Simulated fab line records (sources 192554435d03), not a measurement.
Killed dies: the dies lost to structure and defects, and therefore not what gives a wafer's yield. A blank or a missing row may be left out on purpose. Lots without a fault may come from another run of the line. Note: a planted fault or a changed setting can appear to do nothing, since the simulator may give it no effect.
Which of the tools did it? :: flow n5Finfet :: 8 lots with 24 wafers sampled at 8 steps, on a route of 1938 steps

WHAT THE GAUGES SHOWED, per wafer
N5_BEOL_M4_RC_MEAS_101. Usual: DIBL_N 37.0 mV/V, standard deviation 1.6; DIBL_P 37.0 mV/V, standard deviation 2.1; IOFF_N 0.17 nA/um, standard deviation 0.032; IOFF_P 0.22 nA/um, standard deviation 0.043; ION_N 679 uA/um, standard deviation 13; ION_P 465 uA/um, standard deviation 9.5; SS_N 71.7 mV/dec, standard deviation 0.59; SS_P 73.6 mV/dec, standard deviation 0.64; VT_N 249 mV, standard deviation 3.2; VT_P -249 mV, standard deviation 4.1.
lot: L416
measured: day 11 19:07
on: prober-01
DIBL_N (mV/V): 38.3 39.5 38.3
DIBL_P (mV/V): 38.2 38.6 38.5
IOFF_N (nA/um): 0.19 0.22 0.20
IOFF_P (nA/um): 0.23 0.24 0.22
ION_N (uA/um): 691 683 685
ION_P (uA/um): 469 465 467
SS_N (mV/dec): 72.0 72.1 71.9
SS_P (mV/dec): 73.2 74.2 73.5
VT_N (mV): 246 241 245
VT_P (mV): -249 -248 -250
flag: 

lot: L426
measured: day 14 23:17
on: prober-01
DIBL_N (mV/V): 36.6 36.8 36.0
DIBL_P (mV/V): 34.7 34.9 34.1
IOFF_N (nA/um): 0.14 0.14 0.12
IOFF_P (nA/um): 0.19 0.19 0.17
ION_N (uA/um): 680 668 663
ION_P (uA/um): 465 464 455
SS_N (mV/dec): 71.0 71.4 70.5
SS_P (mV/dec): 73.7 72.9 72.3
VT_N (mV): 250 251 251
VT_P (mV): -252 -251 -254
flag: 

lot: L427
measured: day 15 02:08
on: prober-02
DIBL_N (mV/V): 37.9 38.6 36.5
DIBL_P (mV/V): 38.6 38.9 36.7
IOFF_N (nA/um): 0.20 0.21 0.17
IOFF_P (nA/um): 0.27 0.26 0.23
ION_N (uA/um): 695 681 671
ION_P (uA/um): 476 465 468
SS_N (mV/dec): 72.2 72.8 71.5
SS_P (mV/dec): 74.1 74.4 72.8
VT_N (mV): 247 247 247
VT_P (mV): -247 -245 -250
flag: 

lot: L428
measured: day 15 06:29
on: prober-01
DIBL_N (mV/V): 39.9 34.1 33.9
DIBL_P (mV/V): 43.9 37.2 35.6
IOFF_N (nA/um): 0.27 0.14 0.14
IOFF_P (nA/um): 0.38 0.22 0.20
ION_N (uA/um): 698 659 655
ION_P (uA/um): 481 458 453
SS_N (mV/dec): 72.1 71.6 71.4
SS_P (mV/dec): 75.1 73.2 73.2
VT_N (mV): 241 249 251
VT_P (mV): -241 -251 -249
flag: 

lot: L430
measured: day 15 07:17
on: prober-02
DIBL_N (mV/V): 35.7 37.2 36.7
DIBL_P (mV/V): 35.7 38.3 36.9
IOFF_N (nA/um): 0.15 0.19 0.16
IOFF_P (nA/um): 0.22 0.26 0.21
ION_N (uA/um): 668 687 670
ION_P (uA/um): 463 472 458
SS_N (mV/dec): 72.1 72.0 71.7
SS_P (mV/dec): 73.2 73.7 74.2
VT_N (mV): 249 248 252
VT_P (mV): -248 -247 -249
flag: 

lot: L431
measured: day 16 07:55
on: prober-01
DIBL_N (mV/V): 36.6 34.4 34.6
DIBL_P (mV/V): 36.5 34.2 34.8
IOFF_N (nA/um): 0.17 0.13 0.14
IOFF_P (nA/um): 0.20 0.17 0.18
ION_N (uA/um): 679 667 679
ION_P (uA/um): 456 457 464
SS_N (mV/dec): 71.8 70.5 70.6
SS_P (mV/dec): 73.6 72.9 73.1
VT_N (mV): 247 251 251
VT_P (mV): -254 -253 -252
flag: 

lot: L433
measured: day 16 15:03
on: prober-02
DIBL_N (mV/V): 38.4 39.6 39.7
DIBL_P (mV/V): 39.5 40.4 40.2
IOFF_N (nA/um): 0.22 0.26 0.25
IOFF_P (nA/um): 0.32 0.36 0.35
ION_N (uA/um): 700 719 707
ION_P (uA/um): 492 489 487
SS_N (mV/dec): 71.9 72.6 72.2
SS_P (mV/dec): 74.2 75.2 74.7
VT_N (mV): 243 241 242
VT_P (mV): -240 -240 -238
flag: 

lot: L434
measured: day 16 17:29
on: prober-01
DIBL_N (mV/V): 35.9 35.7 36.5
DIBL_P (mV/V): 33.4 34.1 36.1
IOFF_N (nA/um): 0.13 0.14 0.16
IOFF_P (nA/um): 0.17 0.18 0.22
ION_N (uA/um): 649 667 661
ION_P (uA/um): 447 449 460
SS_N (mV/dec): 71.5 71.5 72.2
SS_P (mV/dec): 72.9 73.3 73.4
VT_N (mV): 253 248 249
VT_P (mV): -255 -253 -251
flag: 

N5_BEOL_M7_THK_MEAS_53: measures by xrf. Usual: M7_THK typically reads 78.9 nm, with standard deviation 2.2.
lot: L416
measured: day 13 03:36
on: filmMetro-02
M7_THK (nm): 79.7 72.6 80.6
flag: 

lot: L426
measured: day 16 11:58
on: filmMetro-02
M7_THK (nm): 297.9 301.0 303.0
flag: OFF

lot: L427
measured: day 16 11:31
on: filmMetro-02
M7_THK (nm): 292.1 291.1 291.8
flag: OFF

lot: L428
measured: day 16 12:56
on: filmMetro-02
M7_THK (nm): 296.1 297.6 301.3
flag: OFF

lot: L430
measured: day 16 20:19
on: filmMetro-02
M7_THK (nm): 80.1 74.9 79.6
flag: 

lot: L431
measured: day 17 15:29
on: filmMetro-02
M7_THK (nm): 79.2 76.2 77.1
flag: 

lot: L433
measured: day 17 17:29
on: filmMetro-02
M7_THK (nm): 79.5 80.1 80.3
flag: 

lot: L434
measured: day 17 20:45
on: filmMetro-01
M7_THK (nm): 76.8 82.6 80.6
flag: 

N5_BEOL_M7_RS_MEAS_57: a four-point-probe measurement. Usual: M7_RS typically reads 0.287 ohm/sq, with standard deviation 0.009.
lot: L416
measured: day 13 03:44
on: filmMetro-02
M7_RS (ohm/sq): 0.280 0.314 0.277
flag: 

lot: L426
measured: day 16 12:05
on: filmMetro-02
M7_RS (ohm/sq): 0.065 0.064 0.064
flag: OFF

lot: L427
measured: day 16 11:40
on: filmMetro-02
M7_RS (ohm/sq): 0.065 0.065 0.065
flag: OFF

lot: L428
measured: day 16 13:05
on: filmMetro-02
M7_RS (ohm/sq): 0.064 0.064 0.063
flag: OFF

lot: L430
measured: day 16 20:28
on: filmMetro-02
M7_RS (ohm/sq): 0.283 0.307 0.286
flag: 

lot: L431
measured: day 17 15:37
on: filmMetro-02
M7_RS (ohm/sq): 0.287 0.297 0.294
flag: 

lot: L433
measured: day 17 17:37
on: filmMetro-01
M7_RS (ohm/sq): 0.286 0.281 0.281
flag: 

lot: L434
measured: day 17 20:53
on: filmMetro-01
M7_RS (ohm/sq): 0.296 0.272 0.281
flag: 

N5_BEOL_M7_INSPECT_58: inspects for defects (darkfield). Usual: rawDefectCount at 72, with a standard deviation of 24.
lot: L416
measured: day 13 03:46
on: defectInspect-02
rawDefectCount: 55 55 30
flag: 

lot: L426
measured: day 16 12:07
on: defectInspect-01
rawDefectCount: 1213 1227 1317
flag: OFF

lot: L427
measured: day 16 11:42
on: defectInspect-02
rawDefectCount: 1212 1233 1244
flag: OFF

lot: L428
measured: day 16 13:07
on: defectInspect-02
rawDefectCount: 1216 1315 1224
flag: OFF

lot: L430
measured: day 16 20:30
on: defectInspect-02
rawDefectCount: 61 97 47
flag: 

lot: L431
measured: day 17 15:38
on: defectInspect-01
rawDefectCount: 74 54 78
flag: 

lot: L433
measured: day 17 17:39
on: defectInspect-01
rawDefectCount: 70 71 58
flag: 

lot: L434
measured: day 17 20:55
on: defectInspect-02
rawDefectCount: 60 53 40
flag: 

WHICH TOOL RAN EACH LOT (tool, then ch and the chambers of the sampled wafers, then the start)
lot: L416
N5_BEOL_M7_ETCH_66: rieDiel-01 ch 1,2, day 12 23:31
N5_BEOL_M7_VIA_ETCH_34: rieDiel-01 ch 1,2, day 12 23:37
N5_BEOL_M7_ANNEAL_51: rtpAnneal-01 ch 0, day 13 02:54
N5_BEOL_M7_CMP_52: cmp-02 ch 0,3, day 13 03:21

lot: L426
N5_BEOL_M7_ETCH_66: rieDiel-04 ch 0,1,3, day 16 07:56
N5_BEOL_M7_VIA_ETCH_34: rieDiel-04 ch 0,1,3, day 16 08:02
N5_BEOL_M7_ANNEAL_51: rtpAnneal-01 ch 0, day 16 11:27
N5_BEOL_M7_CMP_52: cmp-02 ch 0,3, day 16 11:42

lot: L427
N5_BEOL_M7_ETCH_66: rieDiel-06 ch 0,3, day 16 07:50
N5_BEOL_M7_VIA_ETCH_34: rieDiel-06 ch 0,3, day 16 07:56
N5_BEOL_M7_ANNEAL_51: rtpAnneal-01 ch 0, day 16 10:47
N5_BEOL_M7_CMP_52: cmp-02 ch 1,2, day 16 11:13

lot: L428
N5_BEOL_M7_ETCH_66: rieDiel-01 ch 0,1,2, day 16 10:01
N5_BEOL_M7_VIA_ETCH_34: rieDiel-01 ch 0,1,2, day 16 10:07
N5_BEOL_M7_ANNEAL_51: rtpAnneal-02 ch 0, day 16 12:23
N5_BEOL_M7_CMP_52: cmp-04 ch 0,2,3, day 16 12:38

lot: L430
N5_BEOL_M7_ETCH_66: rieDiel-04 ch 1,2,3, day 16 15:12
N5_BEOL_M7_VIA_ETCH_34: rieDiel-04 ch 1,2,3, day 16 15:18
N5_BEOL_M7_ANNEAL_51: rtpAnneal-02 ch 0, day 16 19:43
N5_BEOL_M7_CMP_52: cmp-04 ch 1,2,3, day 16 20:01

lot: L431
N5_BEOL_M7_ETCH_66: rieDiel-06 ch 0,3, day 17 11:19
N5_BEOL_M7_VIA_ETCH_34: rieDiel-06 ch 0,3, day 17 11:25
N5_BEOL_M7_ANNEAL_51: rtpAnneal-01 ch 0, day 17 14:53
N5_BEOL_M7_CMP_52: cmp-04 ch 1,2, day 17 15:11

lot: L433
N5_BEOL_M7_ETCH_66: rieDiel-01 ch 0,2,3, day 17 14:35
N5_BEOL_M7_VIA_ETCH_34: rieDiel-01 ch 0,2,3, day 17 14:41
N5_BEOL_M7_ANNEAL_51: rtpAnneal-02 ch 0, day 17 16:59
N5_BEOL_M7_CMP_52: cmp-02 ch 0,3, day 17 17:14

lot: L434
N5_BEOL_M7_ETCH_66: rieDiel-01 ch 1,2, day 17 17:04
N5_BEOL_M7_VIA_ETCH_34: rieDiel-01 ch 1,2, day 17 17:10
N5_BEOL_M7_ANNEAL_51: rtpAnneal-01 ch 0, day 17 20:15
N5_BEOL_M7_CMP_52: cmp-02 ch 2,3, day 17 20:28
- N5_BEOL_M7_ETCH_66: etches SOC in N2/H2, target depth 80 nm, overetch 16 nm, time 120 s.
- N5_BEOL_M7_VIA_ETCH_34: etches SiCOH lowk in C4F6/O2, target depth 125.5 nm, time 50.5 s.
- N5_BEOL_M7_ANNEAL_51: time 90 s.
- N5_BEOL_M7_CMP_52: polishes, stops on SiCOH lowk, t overpolish 6.9 s, target thk 80 nm.

WHAT THE TOOLS THEMSELVES READ (means of the sampled wafers that have a number; where no wafer has one, the mark that the record gives instead)
N5_BEOL_M7_ETCH_66. Usual: drypumpMotorCurrentA 6.0 A, standard deviation 0.36; oesProductAu 0.61 a.u., standard deviation 0.052; rfVppV 523 V, standard deviation 3; showerheadPlenumPTorr 2.51 Torr, standard deviation 0.1; throttleValvePct 17.76 %, standard deviation 0.29.
lot: L416
tool: rieDiel-01
drypumpMotorCurrentA (A): 6.1
oesProductAu (a.u.): 0.64
rfVppV (V): 523
showerheadPlenumPTorr (Torr): 2.55
throttleValvePct (%): 17.69
flag: 

lot: L426
tool: rieDiel-04
drypumpMotorCurrentA (A): 5.8
oesProductAu (a.u.): 0.61
rfVppV (V): 524
showerheadPlenumPTorr (Torr): 2.56
throttleValvePct (%): 17.86
flag: 

lot: L427
tool: rieDiel-06
drypumpMotorCurrentA (A): 6.0
oesProductAu (a.u.): 0.61
rfVppV (V): 520
showerheadPlenumPTorr (Torr): 2.42
throttleValvePct (%): 17.37
flag: 

lot: L428
tool: rieDiel-01
drypumpMotorCurrentA (A): 6.1
oesProductAu (a.u.): 0.60
rfVppV (V): 521
showerheadPlenumPTorr (Torr): 2.46
throttleValvePct (%): 17.91
flag: 

lot: L430
tool: rieDiel-04
drypumpMotorCurrentA (A): 5.8
oesProductAu (a.u.): 0.64
rfVppV (V): 524
showerheadPlenumPTorr (Torr): 2.54
throttleValvePct (%): 17.83
flag: 

lot: L431
tool: rieDiel-06
drypumpMotorCurrentA (A): 6.0
oesProductAu (a.u.): 0.60
rfVppV (V): 521
showerheadPlenumPTorr (Torr): 2.41
throttleValvePct (%): 17.39
flag: 

lot: L433
tool: rieDiel-01
drypumpMotorCurrentA (A): 6.2
oesProductAu (a.u.): 0.58
rfVppV (V): 523
showerheadPlenumPTorr (Torr): 2.52
throttleValvePct (%): 18.01
flag: 

lot: L434
tool: rieDiel-01
drypumpMotorCurrentA (A): 6.1
oesProductAu (a.u.): 0.58
rfVppV (V): 523
showerheadPlenumPTorr (Torr): 2.49
throttleValvePct (%): 17.86
flag: 

N5_BEOL_M7_VIA_ETCH_34. Usual: O2_flow_sccm 10.00 sccm, standard deviation 0.033; drypumpMotorCurrentA 5.9 A, standard deviation 0.35; oesProductAu 0.81 a.u., standard deviation 0.074; rfVppV 656 V, standard deviation 9.7; showerheadPlenumPTorr 2.81 Torr, standard deviation 0.11; throttleValvePct 20.80 %, standard deviation 0.24.
lot: L416
tool: rieDiel-01
O2_flow_sccm (sccm): 10.01
drypumpMotorCurrentA (A): 6.1
oesProductAu (a.u.): 0.83
rfVppV (V): 650
showerheadPlenumPTorr (Torr): 2.84
throttleValvePct (%): 20.61
flag: 

lot: L426
tool: rieDiel-04
O2_flow_sccm (sccm): 9.97
drypumpMotorCurrentA (A): 5.8
oesProductAu (a.u.): 0.79
rfVppV (V): 658
showerheadPlenumPTorr (Torr): 2.85
throttleValvePct (%): 20.87
flag: 

lot: L427
tool: rieDiel-06
O2_flow_sccm (sccm): 9.98
drypumpMotorCurrentA (A): 6.0
oesProductAu (a.u.): 0.78
rfVppV (V): 654
showerheadPlenumPTorr (Torr): 2.73
throttleValvePct (%): 20.56
flag: 

lot: L428
tool: rieDiel-01
O2_flow_sccm (sccm): 9.99
drypumpMotorCurrentA (A): 6.1
oesProductAu (a.u.): 0.78
rfVppV (V): 656
showerheadPlenumPTorr (Torr): 2.74
throttleValvePct (%): 20.81
flag: 

lot: L430
tool: rieDiel-04
O2_flow_sccm (sccm): 9.99
drypumpMotorCurrentA (A): 5.8
oesProductAu (a.u.): 0.83
rfVppV (V): 657
showerheadPlenumPTorr (Torr): 2.82
throttleValvePct (%): 20.81
flag: 

lot: L431
tool: rieDiel-06
O2_flow_sccm (sccm): 10.05
drypumpMotorCurrentA (A): 6.0
oesProductAu (a.u.): 0.78
rfVppV (V): 654
showerheadPlenumPTorr (Torr): 2.73
throttleValvePct (%): 20.58
flag: 

lot: L433
tool: rieDiel-01
O2_flow_sccm (sccm): 10.01
drypumpMotorCurrentA (A): 6.2
oesProductAu (a.u.): 0.78
rfVppV (V): 660
showerheadPlenumPTorr (Torr): 2.81
throttleValvePct (%): 20.96
flag: 

lot: L434
tool: rieDiel-01
O2_flow_sccm (sccm): 10.01
drypumpMotorCurrentA (A): 6.1
oesProductAu (a.u.): 0.77
rfVppV (V): 647
showerheadPlenumPTorr (Torr): 2.78
throttleValvePct (%): 20.78
flag: 

N5_BEOL_M7_ANNEAL_51. Usual: wafer_temp_C_max at 225.89, with a standard deviation of 0.25.
lot: L416
tool: rtpAnneal-01
wafer_temp_C_max: 225.91
flag: 

lot: L426
tool: rtpAnneal-01
wafer_temp_C_max: 225.82
flag: 

lot: L427
tool: rtpAnneal-01
wafer_temp_C_max: 226.10
flag: 

lot: L428
tool: rtpAnneal-02
wafer_temp_C_max: 225.92
flag: 

lot: L430
tool: rtpAnneal-02
wafer_temp_C_max: 225.54
flag: 

lot: L431
tool: rtpAnneal-01
wafer_temp_C_max: 226.12
flag: 

lot: L433
tool: rtpAnneal-02
wafer_temp_C_max: 225.81
flag: 

lot: L434
tool: rtpAnneal-01
wafer_temp_C_max: 226.03
flag: 

N5_BEOL_M7_CMP_52. Usual: barrierFieldEndpointS 28.4 s, standard deviation 0.86; clearingPlatenDownForcePsi 1.4998 psi, standard deviation 0.0027; motorCurrentA 5.8 A, standard deviation 0.75; overpolishRunS 6.900 s, standard deviation 0.0087; slurryFilterDpKPa 13.52 kPa, standard deviation 0.13; timeToEndpointS 62 s, standard deviation 3.3.
lot: L416
tool: cmp-02
barrierFieldEndpointS (s): 29.1
clearingPlatenDownForcePsi (psi): 1.5011
motorCurrentA (A): 5.7
overpolishRunS (s): 6.899
slurryFilterDpKPa (kPa): 13.40
timeToEndpointS (s): 61
flag: 

lot: L426
tool: cmp-02
barrierFieldEndpointS (s): -
clearingPlatenDownForcePsi (psi): -
motorCurrentA (A): -
overpolishRunS (s): -
slurryFilterDpKPa (kPa): -
timeToEndpointS (s): -
flag: OFF

lot: L427
tool: cmp-02
barrierFieldEndpointS (s): -
clearingPlatenDownForcePsi (psi): -
motorCurrentA (A): -
overpolishRunS (s): -
slurryFilterDpKPa (kPa): -
timeToEndpointS (s): -
flag: OFF

lot: L428
tool: cmp-04
barrierFieldEndpointS (s): -
clearingPlatenDownForcePsi (psi): -
motorCurrentA (A): -
overpolishRunS (s): -
slurryFilterDpKPa (kPa): -
timeToEndpointS (s): -
flag: OFF

lot: L430
tool: cmp-04
barrierFieldEndpointS (s): 29.8
clearingPlatenDownForcePsi (psi): 1.4983
motorCurrentA (A): 5.2
overpolishRunS (s): 6.907
slurryFilterDpKPa (kPa): 13.56
timeToEndpointS (s): 64
flag: 

lot: L431
tool: cmp-04
barrierFieldEndpointS (s): 28.9
clearingPlatenDownForcePsi (psi): 1.4994
motorCurrentA (A): 5.3
overpolishRunS (s): 6.899
slurryFilterDpKPa (kPa): 13.61
timeToEndpointS (s): 65
flag: 

lot: L433
tool: cmp-02
barrierFieldEndpointS (s): 29.2
clearingPlatenDownForcePsi (psi): 1.5008
motorCurrentA (A): 5.3
overpolishRunS (s): 6.891
slurryFilterDpKPa (kPa): 13.41
timeToEndpointS (s): 61
flag: 

lot: L434
tool: cmp-02
barrierFieldEndpointS (s): 28.9
clearingPlatenDownForcePsi (psi): 1.5009
motorCurrentA (A): 5.7
overpolishRunS (s): 6.897
slurryFilterDpKPa (kPa): 13.55
timeToEndpointS (s): 64
flag: 

THE ANSWER, worked out from the rows above alone
Rule: a lot is off if the mean of its wafers that have a number lies more than 3 standard deviations from the usual mean. A lot without any number at a reading at which 4 lots or more have one is off too. The other lots that the step has rows for count as sound. Order of review: gauges by route order, followed by the tools' own readings, for which a lot's mean as printed above is used. The first step at which some lot is off is used, and at that step the reading that is off furthest; a lot without a number counts as furthest.
Off: at N5_BEOL_M7_THK_MEAS_53 (M7_THK), L426, L427, L428.
A tool fits if, at a process step before that reading, it ran every lot that is off, and no sound lot after the first of them. The gauges at N5_BEOL_M7_THK_MEAS_53 aren't tried: what is off there is off at N5_BEOL_M7_INSPECT_58 too, on other tools, and a gauge's error can't cause that. No candidate that was tried fits.

WHAT THE SIMULATOR PUT IN
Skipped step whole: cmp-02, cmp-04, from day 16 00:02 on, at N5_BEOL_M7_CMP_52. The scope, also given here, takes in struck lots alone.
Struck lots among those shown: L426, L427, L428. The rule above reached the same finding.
